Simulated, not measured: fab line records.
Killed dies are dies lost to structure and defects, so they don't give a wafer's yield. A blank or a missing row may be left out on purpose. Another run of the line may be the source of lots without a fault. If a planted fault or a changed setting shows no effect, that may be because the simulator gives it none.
Chamber matching ; flow n5Finfet ; N5_BEOL_M9_ETCH_65 on rieDiel-03 has 4 sister chambers
The step etches SiARC in CF4, target depth 15.6 nm, time 26 s. 14 wafers are shown with their chamber, then 7 later ones without.

== WAFERS WITH THEIR CHAMBER ==
wafer;chamber;drypumpMotorCurrentA (A);showerheadPlenumPTorr (Torr);etchRfOnTimeS (s)
L078.1;0;6.0;2.18;27.3
L078.3;2;5.4;2.18;26.3
L078.6;3;4.9;2.21;25.5
L076.1;2;5.4;2.18;26.2
L076.4;1;6.4;2.14;26.0
L076.5;1;6.4;2.14;26.0
L079.1;2;5.4;2.17;26.4
L079.4;3;4.9;2.21;25.8
L079.6;1;6.5;2.14;26.1
L088.1;1;6.4;2.14;25.6
L088.2;3;4.9;2.21;25.5
L088.6;0;6.0;2.17;27.4
L089.1;0;6.0;2.17;27.0
L089.2;2;5.4;2.17;25.5

SIGNATURES, as means of the wafers listed above
reading;chamber 0;chamber 1;chamber 2;chamber 3;scatter within a chamber
drypumpMotorCurrentA;6.000;6.425;5.400;4.900;0.0274
showerheadPlenumPTorr;2.1733;2.1400;2.1750;2.2100;0.00408
etchRfOnTimeS;27.233;25.925;26.100;25.600;0.282
Rule: distance of a wafer from a chamber = root of the sum over the readings of ((wafer's reading minus chamber's mean) / reading's scatter) squared. If the next closest chamber is less than 2 further off than the closest, the wafer can't be placed; otherwise it belongs to the closest. The scatter: take each reading less its chamber's mean, square it, sum over the shown wafers, divide by the number of wafers less the number of chambers, and take the root.

== WAFERS WHOSE CHAMBER IS MISSING ==
wafer;drypumpMotorCurrentA (A);showerheadPlenumPTorr (Torr);etchRfOnTimeS (s)
L089.6;6.4;2.13;25.3
L086.2;5.4;2.17;25.6
L086.4;6.0;2.17;27.5
L086.6;6.5;2.13;25.9
L092.1;6.5;2.13;25.6
L092.3;4.9;2.20;25.5
L092.5;5.4;2.17;25.5

== WHICH CHAMBER EACH WENT THROUGH ==
wafer;from the rows above;in truth
L089.6;1;1
L086.2;2;2
L086.4;0;0
L086.6;1;1
L092.1;1;1
L092.3;3;3
L092.5;2;2
Placed correctly: 7 of 7. Can't be placed from these rows: 0. Number placed wrongly: 0.
